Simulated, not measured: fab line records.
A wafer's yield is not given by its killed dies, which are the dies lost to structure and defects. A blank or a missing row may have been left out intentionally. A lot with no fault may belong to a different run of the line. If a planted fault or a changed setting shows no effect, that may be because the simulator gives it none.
Split-lot trial -- flow n5Finfet -- 7 lots, 21 wafers read, on a route of 1938 steps

ON THE SPLIT
At N5_MOL_CONTACT_COAG_COAT_104 (time 60 s, resist thk 12 nm), the setting spinRpm was moved away from the recipe's 1500 rpm on 4 of the 21 wafers read, by -3.9% to +9.1%. This setting was run at the recipe's value on the other wafers.

FROM THE SPLIT TO THE READING: what the file shows between them, 6 steps
- N5_MOL_CONTACT_COAG_EXPOSE_05: exposes mask CA, defocus 0 nm (also split here: doseMj)
- N5_MOL_CONTACT_COAG_PEB_06: peb time 60 s
- N5_MOL_CONTACT_COAG_DEVELOP_07: develop time 30 s
- N5_MOL_CONTACT_COAG_CD_MEAS_08: target cd 28 nm
- N5_MOL_CONTACT_COAG_DESCUM_13: chemistry O2, time 7 s
- N5_MOL_CONTACT_COAG_ETCH_59: etches underlayer in N2/H2, target depth 13 nm, time 10.4 s

THE READING
etch.depthNm (the simulator's own value, which no gauge read), in nm, at N5_MOL_CONTACT_COAG_ETCH_105 (etches SiARC in CF4, target depth 15.6 nm, time 26 s). The file does not state a usual value for it. Average 12.03 nm, standard deviation 0.034 nm, over the 17 wafers here run with the recipe.

wafer,"tool, chamber at the split","spinRpm as run, rpm",against the recipe,"etch.depthNm, nm",against lot-mates on the recipe
L078.1,"lithoTrack-02, 0",1500,recipe,12.03,-
L078.4,"lithoTrack-02, 0",1500,recipe,12.04,-
L078.5,"lithoTrack-02, 0",1500,recipe,12.07,-
L079.1,"lithoTrack-05, 0",1500,recipe,11.98,-
L079.2,"lithoTrack-05, 0",1500,recipe,11.95,-
L079.6,"lithoTrack-05, 0",1500,recipe,11.99,-
L080.1,"lithoTrack-02, 0",1500,recipe,12.08,-
L080.2,"lithoTrack-02, 0",1500,recipe,12.05,-
L080.3,"lithoTrack-02, 0",1500,recipe,12.03,-
L082.2,"lithoTrack-02, 0",1442,-3.9%,12.25,+0.23
L082.4,"lithoTrack-02, 0",1442,-3.9%,12.24,+0.22
L082.6,"lithoTrack-02, 0",1500,recipe,12.02,-
L083.1,"lithoTrack-04, 0",1500,recipe,12.02,-
L083.5,"lithoTrack-04, 0",1500,recipe,12.07,-
L083.6,"lithoTrack-04, 0",1500,recipe,12.04,-
L085.4,"lithoTrack-04, 0",1637,+9.1%,11.52,-0.51
L085.5,"lithoTrack-04, 0",1500,recipe,12.03,-
L085.6,"lithoTrack-04, 0",1637,+9.1%,11.49,-0.54
L097.2,"lithoTrack-05, 0",1500,recipe,12.06,-
L097.3,"lithoTrack-05, 0",1500,recipe,12.07,-
L097.5,"lithoTrack-05, 0",1500,recipe,12.02,-

FIT RESULTS
A straight line over all 21 wafers: etch.depthNm changes by -0.0573 nm for each +1% of spinRpm; r = -0.98; the points scatter about the line by 0.033 nm.
The same after taking each lot's own level away (the mean of its wafers on the recipe; 21 wafers): -0.0576 nm for each +1%; r = -1.00; scatter 0.018 nm.
That fit puts the effect of the largest move of spinRpm on the reading at 0.53 nm.
Measured against the standard deviation above, the lots' own levels, which go from 11.973 to 12.053 nm, span 2.4 times it.
The two slopes agree, so the slope changes little with the lot-to-lot level.
Check: for one of the wafers moved furthest among these (+9.1%), held out of the fit, the line's prediction against its lot-mates is -0.538 nm. Against them it came out at -0.51 nm.

OTHER SPLITS APPLIED TO THESE WAFERS
Other splits were also applied to these wafers ahead of the reading. Each is held against what the fit with the lots' levels taken away leaves over:
other split on the same wafers,wafers away from the commonest value,r with etch.depthNm (lot level and that fit taken away)
N5_SDB_ETCH_17 biasW,8,+0.00
N5_HKMG_FIN_EXPOSE_09 doseMj,9,+0.15
N5_HKMG_FIN_DEVELOP_11 developTimeS,7,+0.02
N5_GATE_CUT_COAT_35 spinRpm,7,+0.01
N5_GATE_CUT_DESCUM_18 timeS,5,-0.19
N5_MOL_CONTACT_COAG_EXPOSE_05 doseMj,7,+0.13

THE WHOLE CHAIN: every reading that the file lists as answering this split, in the file's order
step,what it does,reading,change (the file's fit),r (the file's)
N5_MOL_CONTACT_COAG_COAT_104,"time 60 s, resist thk 12 nm","SiARC_of_MOL_CONTACT_COAG_COAT_104.thkNm (the simulator's own value, which no gauge read)",-0.0543 nm for each +1% of the setting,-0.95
N5_MOL_CONTACT_COAG_ETCH_105,"etches SiARC in CF4, target depth 15.6 nm, time 26 s","etch.depthNm (the simulator's own value, which no gauge read)",-0.0574 nm for each +1% of the setting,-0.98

THE FILE'S OWN FIT
etch.depthNm changes by -0.0574 nm for each +1% of spinRpm, r = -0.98.
